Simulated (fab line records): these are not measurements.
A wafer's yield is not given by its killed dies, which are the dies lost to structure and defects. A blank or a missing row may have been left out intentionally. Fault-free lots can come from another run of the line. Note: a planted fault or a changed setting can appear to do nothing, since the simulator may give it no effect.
Problem report, 8D (eight disciplines) form, completed by code | flow n5Finfet | the parts of the form that need people (team, actions taken, sign-off) are left out

1. WHAT WENT WRONG
Mean RS_SD_P at N5_SD_ACTIVATION_RS_MEAS_03: 74.7 ohm/sq over 6 wafers in 2 lots; fault-free wafers: 56.2 ohm/sq, standard deviation 0.86. Relative to the usual mean, that is a shift of +21 standard deviations.
The step: measures by four-point-probe.
First observed at day 6 05:38: wafer L573.1, on filmMetro-01. The record holds 30 wafers of 10 lots with a number at this step. Rule for "out" (also "out of limits"): further than 4 standard deviations from the usual mean. Any other wafer with a number is counted as sound.

2. WHAT THIS IS AND IS NOT
question                    | is                         | is not
which readings at this step | RS_SD_P                    | RS_SD_N
which lots                  | L573, L575                 | L563, L564, L565, L576, L577, L580, L582, L585
which wafers of those lots  | all that have a number     | -
read on which gauges        | filmMetro-01, filmMetro-02 | -
when                        | from day 6 05:38           | up to then (9 sound wafers); but 15 sound wafers of L576, L577, L580, L582, L585 came after

3. WHAT RULES OUT EACH SUSPECT
Counting: a tool at any process step up to the reading remains a suspect when it ran all the lots that are out and ran no sound lot after the first of those.
- the gauge at N5_SD_ACTIVATION_RS_MEAS_03 is ruled out. The wafers that are out were read on 2 gauges (filmMetro-01, filmMetro-02).
- epiRpcvd-04 at N5_SD_EPI_P_EPI_21 (deposits SiGe:B, time 355 s): kept. It processed each lot that is out, first L573 at day 6 01:58, and no sound lot thereafter; up to then, the last sound lot it processed was L564 at day 3 15:14.
- laserAnneal-01 at N5_SD_ACTIVATION_LSA_01 (time 0.0008 s): ruled out as a lasting fault. Sound lots L577, L585 ran on it after its first lot that is out, L573 (day 6 05:25).
The count leaves epiRpcvd-04 at N5_SD_EPI_P_EPI_21.

4. THE CAUSE (what the simulator had put in)
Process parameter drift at N5_SD_EPI_P_EPI_21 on epiRpcvd-04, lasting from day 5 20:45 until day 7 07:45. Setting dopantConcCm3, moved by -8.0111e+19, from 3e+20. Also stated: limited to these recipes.
Only this tool survived the counting.

5. SEQUENCE OF EFFECTS, ordered by route
Rows list readings where the struck wafers' mean (over those with a number) sits beyond 3 standard deviations from the usual. Only readings for which the record gives a usual standard deviation are gone through. hours: the time from each lot's start at the first step in this table that gives one to its start at this step, as a median over the lots. sigmas: the change in usual standard deviations.
hours | step                        | reading    | usual        | on struck wafers | change | sigmas
0     | N5_SD_ACTIVATION_RS_MEAS_03 | RS_SD_P    | 56.2 ohm/sq  | 74.7             | +18.5  | +21
123   | N5_BEOL_M4_RC_MEAS_101      | RC_DENSE_P | 23.6 ohm.um  | 29.2             | +5.6   | +6.4
123   | N5_BEOL_M4_RC_MEAS_101      | RC_P       | 19.2 ohm.um  | 23.9             | +4.7   | +6.8
123   | N5_BEOL_M4_RC_MEAS_101      | REXT_P     | 100.4 ohm.um | 123.6            | +23.2  | +10
123   | N5_BEOL_M4_RC_MEAS_101      | RS_SD_P    | 65.9 ohm/sq  | 85.1             | +19.2  | +19
At these later measuring or inspecting steps, every struck wafer for which the step has a row has a number for every such reading, and none has moved that far: N5_ILD0_THK_MEAS_08.

6. WHAT WOULD HAVE CAUGHT IT SOONER
9 hours passed between the start of the fault at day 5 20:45 and the first reading out of limits at a measuring or inspecting step in this record, taken at day 6 05:38.
L575, from the lots that are out (2), started N5_SD_EPI_P_EPI_21 on epiRpcvd-04 later than day 6 05:38. A hold on the tool at that time would have spared it.
